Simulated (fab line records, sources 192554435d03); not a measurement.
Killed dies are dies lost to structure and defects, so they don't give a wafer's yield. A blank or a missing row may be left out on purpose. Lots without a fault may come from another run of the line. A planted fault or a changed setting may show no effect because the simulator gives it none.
Problem report in the 8D (eight disciplines) form, filled by code | flow n5_finfet | the parts of the form that need people (team, actions taken, sign-off) are left out

1. THE PROBLEM
trench_depth_nm at N5_BEOL_M9_OCD_MEAS_38 reads a mean of 163.4 nm on 1 wafer of 1 lot; wafers without a fault read 151.7 nm with a standard deviation of 2.7. That is +4.3 standard deviations from the usual mean.
First seen on wafer L978.2, day 13 14:05, on ocd-02. The record holds 18 wafers of 6 lots with a number at this step. Rule for "out", or "out of limits": more than 4 standard deviations from the usual mean. The other wafers with a number count as sound.

2. WHAT IT IS AND WHAT IT IS NOT
question                    | is                | is not
which readings at this step | trench_depth_nm   | -
which lots                  | L978              | L975, L977, L982, L988, L989
which wafers of those lots  | L978.2            | L978.4, L978.5
read on which gauges        | ocd-02            | ocd-01
when                        | from day 13 14:05 | up to then (8 sound wafers); but 9 sound wafers of L982, L988, L989 came after

3. SUSPECTS, AND WHAT RULES EACH OUT
Counting: a tool at a process step up to the reading stays a suspect if it ran every lot that is out. Sound lots after the first of them don't rule it out here, since some wafers of a struck lot are sound.
- the gauge at N5_BEOL_M9_OCD_MEAS_38: ruled out. All the wafers that are out were read on ocd-02, but those of them that N5_BEOL_M9_RS_MEAS_57 has rows for are out there too, on other tools.
- rie_diel-06 at N5_BEOL_M9_ETCH_76 (etches underlayer in N2/H2, target depth 6.5 nm, time 5.2 s): kept. It ran the lot that is out, L978 (day 13 13:40); its last sound lot up to then is L977 (day 12 22:36).
- rie_diel-06 at N5_BEOL_M9_TRENCH_ETCH_37 (etches SiCOH lowk in C4F6/O2, target depth 151.43 nm, time 49 s): kept. It ran the lot that is out, L978 (day 13 13:54); its last sound lot up to then is L977 (day 12 22:51).
- Within rie_diel-06 at N5_BEOL_M9_ETCH_76: the wafers that are out ran in chamber 0; their sound lot-mates ran in chambers 1, 3.
- Within rie_diel-06 at N5_BEOL_M9_TRENCH_ETCH_37: the wafers that are out ran in chamber 0; their sound lot-mates ran in chambers 1, 3.
Left after counting: rie_diel-06 at N5_BEOL_M9_ETCH_76, rie_diel-06 at N5_BEOL_M9_TRENCH_ETCH_37.

4. THE CAUSE (what the simulator had put in)
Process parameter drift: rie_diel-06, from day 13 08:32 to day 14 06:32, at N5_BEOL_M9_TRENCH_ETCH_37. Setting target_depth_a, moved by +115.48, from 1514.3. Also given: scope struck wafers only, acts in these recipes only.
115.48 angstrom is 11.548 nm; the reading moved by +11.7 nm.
Counting left 2 suspects, and this tool is among them.

5. THE CHAIN OF EFFECTS, in route order
Each row: a reading whose mean over the struck wafers that have a number lies more than 3 standard deviations from the usual. Only readings for which the record gives a usual standard deviation are gone through. hours: the time from each lot's start at the first step in this table that gives one to its start at this step, as a median over the lots. sigmas: the change in usual standard deviations.
hours | step                   | reading         | usual        | on struck wafers | change | sigmas
0     | N5_BEOL_M9_OCD_MEAS_38 | trench_depth_nm | 151.7 nm     | 163.4            | +11.7  | +4.3
3     | N5_BEOL_M9_THK_MEAS_53 | M9_THK          | 138.9 nm     | 148.7            | +9.8   | +3.3
4     | N5_BEOL_M9_RS_MEAS_57  | M9_RS           | 0.151 ohm/sq | 0.137            | -0.014 | -4.2
Later measuring or inspecting steps at which every struck wafer that the step has a row for has a number for every such reading, and none has moved that far: N5_BEOL_M15_RC_MEAS_101.

6. WHAT WOULD HAVE CAUGHT IT SOONER
In this record the first reading out of limits at a measuring or inspecting step was taken at day 13 14:05, 6 hours after the fault began at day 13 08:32.
Of the tool readings at N5_BEOL_M9_TRENCH_ETCH_37 for which the record gives a usual standard deviation, none was out on any struck wafer, so an alarm limit of 4 standard deviations on them would not have fired.
All the lots that are out (1) had begun N5_BEOL_M9_TRENCH_ETCH_37 on rie_diel-06 by day 13 14:05. A hold on the tool at that time would have spared none of them.
